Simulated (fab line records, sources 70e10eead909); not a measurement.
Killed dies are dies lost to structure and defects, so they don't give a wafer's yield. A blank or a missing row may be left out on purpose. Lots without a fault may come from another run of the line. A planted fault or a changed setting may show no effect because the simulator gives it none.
Which tool did it? | flow nand_harc | 13 lots, 39 wafers sampled, at 5 steps of a route of 1159

WHAT THE GAUGES READ, wafer by wafer
NHARC_P_START_INSPECT_01.
lot  | measured    | on                | raw_defect_count
L491 | day 1 12:03 | defect_inspect-01 | 4 5 5
L492 | day 1 18:02 | defect_inspect-01 | 5 2 5
L495 | day 2 12:02 | defect_inspect-02 | 3 1 3
L496 | day 2 18:02 | defect_inspect-02 | 7 2 3
L497 | day 3 00:02 | defect_inspect-01 | 4 8 6
L498 | day 3 06:03 | defect_inspect-01 | 3 1 5
L499 | day 3 12:02 | defect_inspect-01 | 2 3 1
L508 | day 5 18:02 | defect_inspect-02 | 1 3 5
L509 | day 6 00:02 | defect_inspect-01 | 4 7 3
L510 | day 6 06:02 | defect_inspect-01 | 6 5 3
L511 | day 6 12:02 | defect_inspect-01 | 6 1 3
L512 | day 6 18:02 | defect_inspect-02 | 5 4 4
L513 | day 7 00:02 | defect_inspect-01 | 2 2 7

NHARC_P_STI_INSPECT_11.
lot  | measured    | on                | raw_defect_count
L491 | day 2 12:40 | defect_inspect-02 | 8 6 7
L492 | day 2 17:31 | defect_inspect-01 | 1 3 2
L495 | day 3 11:37 | defect_inspect-02 | 7 8 10
L496 | day 3 22:31 | defect_inspect-02 | 4 8 10
L497 | day 3 23:23 | defect_inspect-01 | 2 3 5
L498 | day 4 10:30 | defect_inspect-02 | 4 2 5
L499 | day 4 10:20 | defect_inspect-02 | 2 8 8
L508 | day 6 17:28 | defect_inspect-01 | 5 3 6
L509 | day 7 01:20 | defect_inspect-01 | 2 5 4
L510 | day 7 10:23 | defect_inspect-01 | 5 8 2
L511 | day 7 10:34 | defect_inspect-01 | 10 5 10
L512 | day 7 16:56 | defect_inspect-01 | 4 5 6
L513 | day 8 02:38 | defect_inspect-02 | 7 7 8

NHARC_P_STI_OCD_MEAS_17.
lot  | measured    | on     | trench_foot_cd_nm (nm)
L491 | day 2 13:22 | ocd-01 | 156.9 156.0 161.1
L492 | day 2 18:11 | ocd-01 | 156.8 162.7 154.7
L495 | day 3 12:19 | ocd-02 | 160.5 162.5 159.1
L496 | day 3 23:13 | ocd-01 | 154.7 159.4 157.3
L497 | day 4 00:05 | ocd-01 | 157.6 158.3 155.3
L498 | day 4 11:13 | ocd-01 | 156.4 158.5 155.5
L499 | day 4 11:02 | ocd-02 | 156.6 159.4 160.6
L508 | day 6 18:07 | ocd-02 | 156.8 154.5 156.7
L509 | day 7 02:02 | ocd-02 | 161.2 159.7 160.8
L510 | day 7 11:04 | ocd-01 | 159.3 154.9 157.5
L511 | day 7 11:16 | ocd-02 | 154.3 161.9 158.2
L512 | day 7 17:38 | ocd-01 | 160.0 159.4 163.5
L513 | day 8 03:17 | ocd-01 | 159.1 163.0 159.6

NHARC_END_SORT_01.
lot  | measured     | on        | killed_at_array | killed_at_other | killed_at_periphery | killed_dies | killed_open | killed_short
L498 | day 21 12:30 | prober-01 | 28 24 14        | 1 0 1           | 648 653 662         | 677 677 677 | 3 4 3       | 2 1 0
L499 | day 22 02:11 | prober-02 | 29 28 27        | 1 0 0           | 647 649 650         | 677 677 677 | 2 3 2       | 3 3 1

WHICH TOOL RAN EACH LOT (tool, then ch and the chambers of the sampled wafers, then the start)
lot  | NHARC_P_STI_ETCH_31
L491 | rie_diel-04 ch 0,1,3, day 2 13:00
L492 | rie_diel-08 ch 0,1,2, day 2 17:49
L495 | rie_diel-08 ch 0,1,3, day 3 11:56
L496 | rie_diel-04 ch 0,3, day 3 22:52
L497 | rie_diel-08 ch 1,2,3, day 3 23:41
L498 | rie_diel-03 ch 1,2,3, day 4 10:51
L499 | rie_diel-08 ch 0,2,3, day 4 10:39
L508 | rie_diel-08 ch 0,2, day 6 17:46
L509 | rie_diel-08 ch 0,1,2, day 7 01:38
L510 | rie_diel-04 ch 1,3, day 7 10:42
L511 | rie_diel-03 ch 0,1,2, day 7 10:52
L512 | rie_diel-08 ch 1,2, day 7 17:16
L513 | rie_diel-08 ch 0,2, day 8 02:56
- NHARC_P_STI_ETCH_31: etches the open film in CF4/CHF3, target depth 108.9 nm, time 54.5 s.

WHAT THE TOOLS THEMSELVES READ (means of the sampled wafers that have a number; where no wafer has one, the mark that the record gives instead)
NHARC_P_STI_ETCH_31.
lot  | tool        | bias_w (W) | cf4_flow_sccm (sccm) | drypump_motor_current_A (A) | oes_product_au (a.u.) | rf_vpp_V (V) | showerhead_plenum_p_Torr (Torr) | throttle_valve_pct (%)
L491 | rie_diel-04 | 199.9      | 100.13               | 5.9                         | 0.948                 | 369.2        | 1.53                            | 16.793
L492 | rie_diel-08 | 200.2      | 100.03               | 5.5                         | 0.973                 | 373.5        | 1.66                            | 16.798
L495 | rie_diel-08 | 200.2      | 99.64                | 5.6                         | 0.960                 | 371.9        | 1.61                            | 16.798
L496 | rie_diel-04 | 199.7      | 99.89                | 5.4                         | 0.947                 | 370.2        | 1.56                            | 16.807
L497 | rie_diel-08 | 199.8      | 100.06               | 5.5                         | 0.975                 | 371.8        | 1.59                            | 16.803
L498 | rie_diel-03 | -          | -                    | -                           | -                     | -            | -                               | -
L499 | rie_diel-08 | -          | -                    | -                           | -                     | -            | -                               | -
L508 | rie_diel-08 | 200.0      | 99.72                | 5.7                         | 0.977                 | 374.1        | 1.65                            | 16.802
L509 | rie_diel-08 | 200.1      | 99.63                | 5.6                         | 0.970                 | 373.5        | 1.65                            | 16.797
L510 | rie_diel-04 | 200.2      | 99.93                | 6.0                         | 0.979                 | 368.8        | 1.51                            | 16.795
L511 | rie_diel-03 | 199.9      | 99.84                | 5.5                         | 0.970                 | 370.9        | 1.57                            | 16.796
L512 | rie_diel-08 | 200.4      | 100.21               | 5.4                         | 0.927                 | 373.0        | 1.66                            | 16.791
L513 | rie_diel-08 | 200.2      | 100.28               | 5.7                         | 0.974                 | 372.8        | 1.65                            | 16.808

THE ANSWER, worked out from the rows above alone
Rule: what is usual is taken from the lots themselves. Put in order of their means at a reading, lots are off if they are a third of the lots or fewer, leave a main group of 4 or more, and stand apart from it by a gap of 3 or more times the standard deviation of the main group's means; of several such gaps the widest counts. A main group whose means are all the same, to the digits that the tables above print for the reading, isn't used. A lot without any number at a reading at which 4 lots or more have one is off too. The other lots that the step has rows for count as sound. The gauges are gone through in route order, then the tools' own readings, and for those a lot's mean is taken as printed above. The first step at which some lot is off is used, and at that step the reading that is off furthest; a lot without a number counts as furthest.
Off: L498, L499, at NHARC_P_STI_ETCH_31 (bias_w). Without a number there: L498, L499. The main group: mean 200.1 W, standard deviation 0.2.
A tool fits if, at that step or a process step before it, it ran every lot that is off, and no sound lot after the first of them. None of those tried fits.

WHAT THE SIMULATOR HAD PUT IN
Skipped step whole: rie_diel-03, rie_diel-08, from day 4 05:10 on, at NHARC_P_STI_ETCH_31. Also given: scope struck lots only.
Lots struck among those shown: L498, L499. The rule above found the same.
